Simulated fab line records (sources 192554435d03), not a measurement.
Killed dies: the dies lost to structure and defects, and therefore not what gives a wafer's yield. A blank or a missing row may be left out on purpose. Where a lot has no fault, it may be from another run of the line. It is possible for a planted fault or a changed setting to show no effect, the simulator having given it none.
Which of the tools did it? :: flow n5_finfet :: Sampling: 10 lots, 30 wafers, 3 of 1938 route steps

WHAT THE GAUGES SHOWED, per wafer
N5_MOL_CONTACT_COAG_INSPECT_10: inspects for defects (brightfield).
lot: L078
measured: day 5 17:30
on: defect_inspect-02
raw_defect_count: 71 73 93

lot: L080
measured: day 6 05:17
on: defect_inspect-01
raw_defect_count: 26 82 66

lot: L082
measured: day 6 14:33
on: defect_inspect-01
raw_defect_count: 55 30 17

lot: L084
measured: day 7 04:18
on: defect_inspect-02
raw_defect_count: 57 42 51

lot: L086
measured: day 7 15:40
on: defect_inspect-02
raw_defect_count: 68 89 73

lot: L088
measured: day 8 03:44
on: defect_inspect-02
raw_defect_count: 65 76 106

lot: L090
measured: day 8 19:50
on: defect_inspect-01
raw_defect_count: 49 97 41

lot: L092
measured: day 9 04:57
on: defect_inspect-02
raw_defect_count: 46 52 71

lot: L094
measured: day 9 14:17
on: defect_inspect-02
raw_defect_count: 38 40 36

lot: L097
measured: day 10 08:06
on: defect_inspect-01
raw_defect_count: 38 61 61

WHAT TOOL EACH LOT RAN ON (gives the tool, then ch and the chambers of the sampled wafers, and finally the start)
lot: L078
N5_GATE_CUT_ETCH_36: rie_diel-06 ch 0,1,2, day 5 13:41
N5_GATE_CUT_STRIP_41: rie_diel-06 ch 0,1,2, day 5 13:51

lot: L080
N5_GATE_CUT_ETCH_36: rie_diel-03 ch 0,1, day 6 01:19
N5_GATE_CUT_STRIP_41: rie_diel-03 ch 0,1, day 6 01:29

lot: L082
N5_GATE_CUT_ETCH_36: rie_diel-06 ch 0,3, day 6 10:43
N5_GATE_CUT_STRIP_41: rie_diel-06 ch 0,3, day 6 10:53

lot: L084
N5_GATE_CUT_ETCH_36: rie_diel-03 ch 1,2, day 7 00:29
N5_GATE_CUT_STRIP_41: rie_diel-03 ch 1,2, day 7 00:39

lot: L086
N5_GATE_CUT_ETCH_36: rie_diel-04 ch 0,1, day 7 11:54
N5_GATE_CUT_STRIP_41: rie_diel-04 ch 0,1, day 7 12:04

lot: L088
N5_GATE_CUT_ETCH_36: rie_diel-04 ch 0,3, day 8 00:02
N5_GATE_CUT_STRIP_41: rie_diel-04 ch 0,3, day 8 00:12

lot: L090
N5_GATE_CUT_ETCH_36: rie_diel-04 ch 0,2,3, day 8 15:37
N5_GATE_CUT_STRIP_41: rie_diel-04 ch 0,2,3, day 8 15:47

lot: L092
N5_GATE_CUT_ETCH_36: rie_diel-06 ch 2,3, day 9 00:41
N5_GATE_CUT_STRIP_41: rie_diel-06 ch 2,3, day 9 00:52

lot: L094
N5_GATE_CUT_ETCH_36: rie_diel-06 ch 0,1,3, day 9 10:25
N5_GATE_CUT_STRIP_41: rie_diel-06 ch 0,1,3, day 9 10:35

lot: L097
N5_GATE_CUT_ETCH_36: rie_diel-06 ch 0,1, day 10 04:17
N5_GATE_CUT_STRIP_41: rie_diel-06 ch 0,1, day 10 04:27
- N5_GATE_CUT_ETCH_36: etches SiARC in CF4, target depth 13 nm, time 21.7 s.
- N5_GATE_CUT_STRIP_41: strips in CF4.

THE ANSWER, worked out from the rows above alone
Rule: the lots themselves supply what counts as usual. The widest of any qualifying gaps counts: lots, ordered by their means at a reading, are off when they make up no more than a third of the lots, leave a main group of 4 or more, and stand apart from it by 3 or more times the standard deviation of that group's means. The tables above print the reading to a certain number of digits; a main group whose means all agree to those digits is not used. A lot without any number at a reading at which 4 lots or more have one is off too. Where the step has rows for the other lots, those lots are counted as sound.
No lot is off at any reading shown: from this, nothing can be told.

WHAT WAS PUT IN BY THE SIMULATOR
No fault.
